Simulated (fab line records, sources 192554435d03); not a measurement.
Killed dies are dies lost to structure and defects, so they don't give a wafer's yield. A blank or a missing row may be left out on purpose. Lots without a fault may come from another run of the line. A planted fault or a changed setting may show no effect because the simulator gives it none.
fab line records | flow n5_finfet
record lots=7 wafers=39
route steps=1938 shown DUMMY_GATE@220 SPACER0@258 SD_EPI_N@267 SD_EPI_P@314
start_h: hours from the record's first day to the start of the lot's first wafer shown | wait_h: hours since the lot's step before | " the same as in the row above | L1.1+2: a row that stands for several wafers | - no value, or no start given | * or withheld: withheld | < > ~ a bound
route shown NAME@n: a module of which the file shows steps, and the number in the route of the first | usual: mean/standard deviation of fault-free wafers | same: alike in all rows | chamber/n: place in a boat | sites: the reading at each site | _std_site: their standard deviation | _edge_site: outer sites' mean less inner sites' | radius_mm: how far each site lies from the wafer's centre | mask NAME#n: copy n | behind: the tool/chamber that last shaped the wafer | hold: why the lot was held/for how many hours/how that ended | device: the transistor (n, p or np) that didn't switch | end of line: the same wafers' tests at the end of the route | a step without rows: its recipe alone | killed: dies lost to structure and defects at the first sort, not the wafer's yield | map: a wafer's dies, x killed, . not, _ none there
set.NAME: the setting as run; set.NAME@STEP: as run at that earlier step | model.NAME: the simulator's own value behind a step, which no gauge read
lots whose settings were changed on purpose; a table a step, a row a wafer
## steps
# step N5_DUMMY_GATE_HM_DEP_06
# recipe material=SiNx target_thk_a=800 precursor=DCS/NH3 temp_c=700 pressure_mtorr=300 time_s=5141
# columns lot.wafer tool chamber start_h wait_h set.target_thk_a model.SiNx_of_DUMMY_GATE_HM_DEP_06.thk_nm
L074.1 - - - 0.0 857.5 84.6
L074.2+3+4+6 " - " " 857.5 84.8
L074.5 " - " " 857.5 85.2
L076.1 - - - 0.0 872.8 88.4
L076.2 " - " " 872.8 88.8
L076.3 " - " " 872.8 88
L076.4+6 " - " " 872.8 88.6
L076.5 " - " " 872.8 88.2
L079.1+4 - - - 0.0 744.9 74.4
L079.2 " - " " 744.9 73.2
L079.3 " - " " 744.9 73.6
L079.5+6 " - " " 744.9 73.4
L080.1 - - - 0.0 832.9 83
L080.2+6 " - " " 832.9 82.4
L080.3 " - " " 832.9 82.6
L080.4 " - " " 832.9 82.8
L080.5 " - " " 832.9 83.2
L086.1 lpcvd-01 0/15 115.57 0.0 800 81.6
L086.2 " 0/20 " " 800 80.8
L086.4 " 0/29 " " 800 81
L088.1 - - - 0.0 800 80.2
L088.2+3 " - " " 800 80
L088.4 " - " " 800 81.6
L088.5 " - " " 800 79.6
L088.6 " - " " 800 80.4
L094.1+2 - - - 0.0 888.3 89
L094.3+6 " - " " 888.3 88.4
L094.4 " - " " 888.3 88.8
L094.5 " - " " 888.3 88.6
# step N5_DUMMY_GATE_ETCH_31
# recipe chemistry=C4F6/O2 target=SiO2 mask_material=SOC target_depth_a=825 time_s=27.5 ion_energy_ev=250 pressure_mtorr=30 source_w=345 bias_w=185 Ar_flow_sccm=300 C4F6_flow_sccm=10 O2_flow_sccm=10
# columns lot.wafer tool chamber start_h wait_h set.target_depth_a model.etch.depth_nm model.SOC_of_DUMMY_GATE_COAT_34.thk_nm
L074.1 rie_diel-05 3 46.50 0.0 825 82.54 51.8
L074.2 " 0 " " 825 78.94 52.2
L074.3 " 2 " " 825 83.17 51.8
L074.4 " 1 " " 825 82.14 52
L074.5 " 1 " " 825 82.79 51.6
L074.6 " 0 " " 825 79.33 52
L076.1 rie_diel-01 0 58.81 0.1 825 82.32 51.6
L076.2 " 1 " " 895.5 89.64 50.8
L076.3 " 2 " " 825 82.42 51.6
L076.4 " 3 " " 895.5 88.82 51
L076.5 " 3 " " 825 82.11 51.8
L076.6 " 2 " " 895.5 88.81 50.8
L079.1 rie_diel-01 1 77.41 0.0 825 82.01 52.4
L079.2 " 3 " " 867.4 86.8 51.8
L079.3 " 2 " " 867.4 86.87 51.4
L079.4 " 0 " " 867.4 87.34 51.6
L079.5 " 0 " " 825 83.43 52
L079.6 " 1 " " 825 82.44 52
L080.1 rie_diel-01 2 82.47 0.1 916.3 91.14 50.6
L080.2 " 3 " " 825 81.28 51.6
L080.3 " 1 " " 825 82.18 51.6
L080.4 " 0 " " 916.3 91.32 50.8
L080.5 " 1 " " 916.3 91.02 51
L080.6 " 0 " " 825 82.42 52
L086.1 rie_diel-05 2 122.56 0.1 825 82.47 52
L086.2 " 3 " " 825 82.2 52
L086.4 " 1 " " 825 82.2 51.8
L088.1 rie_diel-04 0 130.64 0.0 872.4 89.7 50.8
L088.2 " 1 " " 872.4 88.82 51
L088.3 " 3 " " 825 82.63 51.8
L088.4 " 0 " " 825 83.87 51.8
L088.5 " 3 " " 825 81.79 52
L088.6 " 1 " " 872.4 88.97 51
L094.1 rie_diel-05 0 165.31 0.0 825 81.1 51.6
L094.2 " 1 " " 825 83.21 51.6
L094.3 " 2 " " 825 84.33 51.6
L094.4 " 3 " " 825 82.61 51.6
L094.5 " 2 " " 825 84.47 51.4
L094.6 " 1 " " 825 83.7 51.4
# step N5_DUMMY_GATE_ETCH_32
# recipe chemistry=CF4 target=SiO2 target_depth_a=35 time_s=3.9 ion_energy_ev=350 pressure_mtorr=10 icp_w=800 bias_w=400 cf4_flow_sccm=80
# columns lot.wafer tool chamber start_h wait_h set.time_s model.etch.depth_nm
L074.1 rie_si-02 0 46.75 0.1 3.9 3.426
L074.2 " 3 " " 3.9 3.491
L074.3+5 " 2 " " 4.684 4.111
L074.4 " 1 " " 3.9 3.482
L074.6 " 1 " " 4.684 4.208
L076.1 rie_si-02 0 59.06 0.1 3.9 3.464
L076.2 " 2 " " 3.9 3.397
L076.3 " 1 " " 3.9 3.465
L076.4 " 3 " " 3.9 3.517
L076.5 " 3 " " 3.9 3.523
L076.6 " 2 " " 3.9 3.428
L079.1 rie_si-03 2 77.66 0.1 3.476 3.153
L079.2 " 1 " " 3.476 3.037
L079.3 " 0 " " 3.9 3.456
L079.4 " 1 " " 3.9 3.407
L079.5 " 0 " " 3.9 3.442
L079.6 " 2 " " 3.476 3.132
L080.1 rie_si-03 1 82.72 0.1 3.9 3.456
L080.2 " 2 " " 3.9 3.572
L080.3 " 0 " " 3.9 3.489
L080.4 " 0 " " 3.9 3.499
L080.5 " 2 " " 3.9 3.581
L080.6 " 1 " " 3.9 3.494
L086.1 rie_si-03 3 122.81 0.1 3.9 3.446
L086.2 " 1 " " 3.9 3.429
L086.4 " 0 " " 3.9 3.497
L088.1 rie_si-03 2 130.89 0.1 3.9 3.514
L088.2 " 3 " " 4.451 3.917
L088.3 " 0 " " 4.451 3.984
L088.4 " 1 " " 3.9 3.445
L088.5 " 2 " " 4.451 4.056
L088.6 " 3 " " 3.9 3.429
L094.1 rie_si-01 3 165.55 0.1 3.4 2.954
L094.2 " 2 " " 3.9 3.483
L094.3 " 1 " " 3.9 3.375
L094.4 " 0 " " 3.4 2.979
L094.5 " 2 " " 3.4 3.046
L094.6 " 1 " " 3.9 3.391
# step N5_SPACER0_ALD_07
# recipe material=SiNx target_thk_a=20 temp_c=400 ald_precursor_family=SiH2I2 ald_co_reactant=N2/H2-plasma pressure_torr=2
# columns lot.wafer tool chamber start_h wait_h set.target_thk_a model.SiNx_of_SPACER0_ALD_07.thk_nm
L074.1+3+5 ald_sin-04 1,2,0 47.28 0.0 20 2
L074.2+4+6 " 0,3,3 " " 17.78 1.8
L076.1+2+4 ald_sin-01 0,3,1 59.73 0.1 20 2
L076.3+5+6 " 2,0,1 " " 17.86 1.8
L079.1+3+6 ald_sin-01 3,1,3 78.28 0.0 18.61 1.8
L079.2+4+5 " 2,0,0 " " 20 2
L080.1+2+3 ald_sin-03 1,3,0 83.34 0.0 20 2
L080.4 " 2 " " 16.84 1.8
L080.5+6 " 3,2 " " 16.84 1.6
L086.1+2+4 ald_sin-04 0,2,1 123.44 0.0 20 2
L088.1+2+3+4+5+6 ald_sin-04 2,1,0,3,3,0 131.41 0.0 20 2
L094.1+3+4 ald_sin-01 2,0,3 166.08 0.0 20 2
L094.2+5+6 " 1,0,3 " " 19.09 2
# step N5_SD_EPI_N_EXPOSE_06
# recipe mask_id=SD_N_BLK na=1.35 source_shape=conventional sigma_outer=0.8 polarization=unpolarized target_cd_nm=120 dose_mj=39.75
# columns lot.wafer tool chamber start_h wait_h mask set.dose_mj
L074.1+2+6 arfi_scanner-01 0 48.12 - SD_N_BLK#0 39.75
L074.3+4+5 " 0 " " SD_N_BLK#0 37.36
L076.1+4+5 arfi_scanner-01 0 60.57 - SD_N_BLK#0 41.51
L076.2+3+6 " 0 " " SD_N_BLK#0 39.75
L079.1+2+3+4+5+6 arfi_scanner-03 0 78.99 - SD_N_BLK#0 39.75
L080.1+2+6 arfi_scanner-02 0 84.19 - SD_N_BLK#0 41.22
L080.3+4+5 " 0 " " SD_N_BLK#0 39.75
L086.1+2+4 arfi_scanner-03 0 124.29 - SD_N_BLK#0 39.75
L088.1+3+5 arfi_scanner-03 0 132.25 - SD_N_BLK#0 41.92
L088.2+4+6 " 0 " " SD_N_BLK#0 39.75
L094.1+2+5 arfi_scanner-01 0 166.80 - SD_N_BLK#0 39.75
L094.3+4+6 " 0 " " SD_N_BLK#0 37.86
# step N5_SD_EPI_N_PEB_07
# recipe peb_temp_c=110 peb_time_s=60 resist=CAR-ArF-block
# step N5_SD_EPI_N_DEVELOP_08
# recipe develop_time_s=30 developer=TMAH resist=CAR-ArF-block dev_temp_c=23 rinse_liquid=diw dry=air_spin
# step N5_SD_EPI_N_CD_MEAS_09
# recipe target_cd_nm=120 landing_energy_ev=500 detector=se_inlens
# usual cd_nm=119.6/0.69
# columns lot.wafer tool chamber start_h wait_h set.dose_mj@SD_EPI_N_EXPOSE_06 cd_nm
L074.1 cd_sem-01 0 48.24 - 39.75 119.8
L074.2 " 0 " " 39.75 120.6
L074.3 " 0 " " 37.36 115.1
L074.4 " 0 " " 37.36 115.9
L074.5 " 0 " " 37.36 116.7
L074.6 " 0 " " 39.75 119.5
L076.1 cd_sem-01 0 60.70 - 41.51 122.4
L076.2 " 0 " " 39.75 119.9
L076.3 " 0 " " 39.75 119.7
L076.4 " 0 " " 41.51 122.9
L076.5 " 0 " " 41.51 122.0
L076.6 " 0 " " 39.75 119.6
L079.1 cd_sem-02 0 79.12 - 39.75 119.0
L079.2 " 0 " " 39.75 120.1
L079.3 " 0 " " 39.75 118.8
L079.4 " 0 " " 39.75 118.5
L079.5 " 0 " " 39.75 119.8
L079.6 " 0 " " 39.75 118.7
L080.1 cd_sem-03 0 84.31 - 41.22 122.5
L080.2 " 0 " " 41.22 122.3
L080.3 " 0 " " 39.75 120.3
L080.4 " 0 " " 39.75 120.0
L080.5 " 0 " " 39.75 118.8
L080.6 " 0 " " 41.22 122.1
L086.1 cd_sem-03 0 124.42 - 39.75 118.4
L086.2 " 0 " " 39.75 119.1
L086.4 " 0 " " 39.75 118.9
L088.1 cd_sem-02 0 132.38 - 41.92 124.4
L088.2 " 0 " " 39.75 121.9
L088.3 " 0 " " 41.92 123.3
L088.4 " 0 " " 39.75 120.8
L088.5 " 0 " " 41.92 124.5
L088.6 " 0 " " 39.75 120.2
L094.1 cd_sem-01 0 166.93 - 39.75 120.7
L094.2 " 0 " " 39.75 120.8
L094.3 " 0 " " 37.86 116.4
L094.4 " 0 " " 37.86 116.6
L094.5 " 0 " " 39.75 120.8
L094.6 " 0 " " 37.86 116.0
# step N5_SD_EPI_N_DESCUM_14
# recipe chemistry=O2 time_s=7.9 source_power_w=50 bias_power_w=20 pressure_mtorr=20 rf_frequency_hz=2.712e+07 temp_c=40 resist=CAR-ArF-block o2_flow_sccm=225
# columns lot.wafer tool chamber start_h wait_h set.dose_mj@SD_EPI_N_EXPOSE_06 model.SD_EPI_N.cd_nm
L074.1 rie_diel-06 2 48.33 0.0 39.75 119.8
L074.2 " 3 " " 39.75 120.8
L074.3 " 0 " " 37.36 115.4
L074.4 " 1 " " 37.36 115.8
L074.5 " 2 " " 37.36 116.6
L074.6 " 3 " " 39.75 119.4
L076.1 rie_diel-03 0 60.94 0.2 41.51 122.2
L076.2 " 3 " " 39.75 120
L076.3 " 2 " " 39.75 119.8
L076.4 " 1 " " 41.51 122.8
L076.5 " 0 " " 41.51 122
L076.6 " 3 " " 39.75 119.6
L079.1+6 rie_diel-06 0 79.26 0.1 39.75 119
L079.2 " 1 " " 39.75 120
L079.3 " 3 " " 39.75 119.2
L079.4 " 2 " " 39.75 118.8
L079.5 " 3 " " 39.75 119.6
L080.1+2 rie_diel-02 3,1 84.40 0.0 41.22 122.6
L080.3+4 " 2,0 " " 39.75 120.2
L080.5 " 3 " " 39.75 119.2
L080.6 " 2 " " 41.22 122.4
L086.1 rie_diel-02 1 124.51 0.0 39.75 118.4
L086.2 " 2 " " 39.75 119.4
L086.4 " 3 " " 39.75 118.8
L088.1 rie_diel-02 0 132.47 0.0 41.92 124.4
L088.2 " 2 " " 39.75 121.6
L088.3 " 1 " " 41.92 123.6
L088.4 " 3 " " 39.75 120.8
L088.5 " 2 " " 41.92 124.2
L088.6 " 3 " " 39.75 120.4
L094.1 rie_diel-02 0 167.01 0.0 39.75 120.6
L094.2 " 3 " " 39.75 120.8
L094.3 " 2 " " 37.86 116.2
L094.4 " 1 " " 37.86 116.4
L094.5 " 2 " " 39.75 120.2
L094.6 " 1 " " 37.86 115.8
# step N5_SD_EPI_N_ETCH_34
# recipe chemistry=CF4 target=SiARC target_depth_a=455 mask_material=CAR-ArF-block time_s=75.8 ion_energy_ev=80 pressure_mtorr=40 source_w=545 bias_w=36 Ar_flow_sccm=100 cf4_flow_sccm=100 ends=cleared
# columns lot.wafer tool chamber start_h wait_h set.dose_mj@SD_EPI_N_EXPOSE_06 model.SD_EPI_N.cd_nm
L074.1 rie_diel-06 2 48.37 0.0 39.75 119.6
L074.2 " 3 " " 39.75 120.8
L074.3 " 0 " " 37.36 115.2
L074.4 " 1 " " 37.36 116
L074.5 " 2 " " 37.36 116.4
L074.6 " 3 " " 39.75 119.4
L076.1 rie_diel-03 0 60.97 0.0 41.51 122.4
L076.2 " 3 " " 39.75 120.2
L076.3 " 2 " " 39.75 119.6
L076.4 " 1 " " 41.51 123.2
L076.5 " 0 " " 41.51 122.2
L076.6 " 3 " " 39.75 119.8
L079.1 rie_diel-06 0 79.29 0.0 39.75 119.2
L079.2 " 1 " " 39.75 120.4
L079.3+6 " 3,0 " " 39.75 119.4
L079.4 " 2 " " 39.75 118.8
L079.5 " 3 " " 39.75 119.8
L080.1+2 rie_diel-02 3,1 84.43 0.0 41.22 122.6
L080.3 " 2 " " 39.75 120.2
L080.4 " 0 " " 39.75 120
L080.5 " 3 " " 39.75 119.2
L080.6 " 2 " " 41.22 122.4
L086.1 rie_diel-02 1 124.54 0.0 39.75 118.6
L086.2 " 2 " " 39.75 119.4
L086.4 " 3 " " 39.75 119.2
L088.1 rie_diel-02 0 132.50 0.0 41.92 124.4
L088.2 " 2 " " 39.75 121.6
L088.3 " 1 " " 41.92 123.4
L088.4 " 3 " " 39.75 121
L088.5 " 2 " " 41.92 124.2
L088.6 " 3 " " 39.75 120.6
L094.1 rie_diel-02 0 167.05 0.0 39.75 120.4
L094.2 " 3 " " 39.75 121
L094.3 " 2 " " 37.86 116.2
L094.4 " 1 " " 37.86 116.6
L094.5 " 2 " " 39.75 120
L094.6 " 1 " " 37.86 116
# step N5_SD_EPI_N_EPI_21
# recipe material=Si:P dopant=P temp_c=680 pressure_torr=255 time_s=690
# columns lot.wafer tool chamber start_h wait_h set.pressure_torr model.Si-P_of_SD_EPI_N_EPI_21.thk_nm
L074.1 epi_rpcvd-03 0 50.01 0.1 297.2 64.2
L074.2+3 " 0 " " 297.2 64
L074.4 " 0 " " 297.2 63
L074.5 " 0 " " 297.2 63.8
L074.6 " 0 " " 297.2 64.8
L076.1 epi_rpcvd-03 0 62.61 0.1 210.4 53.4
L076.2 " 0 " " 210.4 53
L076.3 " 0 " " 210.4 54.2
L076.4 " 0 " " 210.4 53.8
L076.5+6 " 0 " " 210.4 54
L079.1 epi_rpcvd-01 0 80.95 0.1 291 61.8
L079.2+4 " 0 " " 291 61.6
L079.3 " 0 " " 291 61.4
L079.5 " 0 " " 291 60.8
L079.6 " 0 " " 291 61.2
L080.1 epi_rpcvd-04 0 86.07 0.1 230.1 55.6
L080.2+6 " 0 " " 230.1 56
L080.3 " 0 " " 230.1 56.4
L080.4+5 " 0 " " 230.1 56.6
L086.1 epi_rpcvd-04 0 126.20 0.1 255 58.6
L086.2 " 0 " " 255 59.2
L086.4 " 0 " " 255 58.8
L088.1 epi_rpcvd-01 0 134.14 0.1 284.9 60.6
L088.2+3 " 0 " " 284.9 61
L088.4 " 0 " " 284.9 61.6
L088.5 " 0 " " 284.9 61.8
L088.6 " 0 " " 284.9 60.8
L094.1 epi_rpcvd-01 0 168.69 0.1 226.1 56.2
L094.2+6 " 0 " " 226.1 55.8
L094.3+4 " 0 " " 226.1 56
L094.5 " 0 " " 226.1 56.6
# step N5_SD_EPI_P_SD_RECESS_17
# recipe chemistry=HBr/Cl2/O2 target_depth_a=391 bt_time_s=3 pressure_mtorr=10 icp_w=800 bias_w=112 HBr_flow_sccm=150 Cl2_flow_sccm=80 O2_flow_sccm=12
# columns lot.wafer tool chamber start_h wait_h set.target_depth_a model.etch.depth_nm model.SD_EPI_P.feature_depth_nm
L074.1 rie_si-01 2 53.47 0.0 391 38.6 38.6
L074.2 " 0 " " 401 39.33 39.4
L074.3 " 1 " " 401 39.07 39
L074.4 " 0 " " 391 38.35 38.4
L074.5 " 2 " " 391 38.26 38.2
L074.6 " 1 " " 401 38.99 39
L076.1 rie_si-02 3 66.45 0.0 407.6 40.58 40.6
L076.2 " 1 " " 407.6 40.79 40.8
L076.3 " 0 " " 391 38.51 38.6
L076.4 " 2 " " 391 38.08 38
L076.5 " 1 " " 391 39.26 39.2
L076.6 " 2 " " 407.6 39.76 39.8
L079.1 rie_si-02 3 84.43 0.0 359.6 35.95 36
L079.2 " 0 " " 359.6 35.27 35.2
L079.3 " 1 " " 391 39.27 39.2
L079.4 " 2 " " 391 38.53 38.6
L079.5 " 2 " " 359.6 35.3 35.4
L079.6 " 3 " " 391 39.09 39
L080.1 rie_si-02 1 89.53 0.0 404.6 40.35 40.4
L080.2 " 0 " " 404.6 39.56 39.6
L080.3 " 2 " " 391 38.51 38.6
L080.4 " 3 " " 391 39.11 39.2
L080.5 " 0 " " 404.6 39.45 39.4
L080.6 " 1 " " 391 39.21 39.2
L086.1 rie_si-03 0 130.14 0.0 391 39.07 39
L086.2 " 3 " " 391 38.26 38.2
L086.4 " 1 " " 391 38 38
L088.1 rie_si-01 3 137.47 0.0 391 38.33 38.4
L088.2 " 1 " " 391 38.18 38.2
L088.3 " 0 " " 391 38.24 38.2
L088.4 " 2 " " 391 38.92 39
L088.5 " 3 " " 391 38.37 38.4
L088.6 " 2 " " 391 39.13 39.2
L094.1 rie_si-03 0 172.23 0.0 391 39.54 39.6
L094.2 " 3 " " 391 38.58 38.6
L094.3 " 1 " " 363.2 35.79 35.8
L094.4 " 2 " " 391 38.97 39
L094.5 " 2 " " 363.2 36.2 36.2
L094.6 " 1 " " 363.2 35.74 35.8
## key
split step=N5_DUMMY_GATE_HM_DEP_06 setting=target_thk_a stated=800 by=lot
response step=N5_DUMMY_GATE_HM_DEP_06 reading=model.SiNx_of_DUMMY_GATE_HM_DEP_06.thk_nm change=+0.829 per=1% r=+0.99
split step=N5_DUMMY_GATE_ETCH_31 setting=target_depth_a stated=825 by=wafer
response step=N5_DUMMY_GATE_ETCH_31 reading=model.etch.depth_nm change=+0.86 per=1% r=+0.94
response step=N5_DUMMY_GATE_ETCH_31 reading=model.SOC_of_DUMMY_GATE_COAT_34.thk_nm change=-0.0991 per=1% r=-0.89
split step=N5_DUMMY_GATE_ETCH_32 setting=time_s stated=3.9 by=wafer
response step=N5_DUMMY_GATE_ETCH_32 reading=model.etch.depth_nm change=+0.0338 per=1% r=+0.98
split step=N5_SPACER0_ALD_07 setting=target_thk_a stated=20 by=wafer
response step=N5_SPACER0_ALD_07 reading=model.SiNx_of_SPACER0_ALD_07.thk_nm change=+0.0198 per=1% r=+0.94
split step=N5_SD_EPI_N_EXPOSE_06 setting=dose_mj stated=39.75 by=wafer
response step=N5_SD_EPI_N_CD_MEAS_09 reading=cd_nm change=+0.686 per=1% r=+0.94
response step=N5_SD_EPI_N_DESCUM_14 reading=model.SD_EPI_N.cd_nm change=+0.686 per=1% r=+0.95
response step=N5_SD_EPI_N_ETCH_34 reading=model.SD_EPI_N.cd_nm change=+0.678 per=1% r=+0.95
split step=N5_SD_EPI_N_EPI_21 setting=pressure_torr stated=255 by=lot
response step=N5_SD_EPI_N_EPI_21 reading=model.Si-P_of_SD_EPI_N_EPI_21.thk_nm change=+0.259 per=1% r=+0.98
split step=N5_SD_EPI_P_SD_RECESS_17 setting=target_depth_a stated=391 by=wafer
response step=N5_SD_EPI_P_SD_RECESS_17 reading=model.etch.depth_nm change=+0.41 per=1% r=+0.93
response step=N5_SD_EPI_P_SD_RECESS_17 reading=model.SD_EPI_P.feature_depth_nm change=+0.408 per=1% r=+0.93
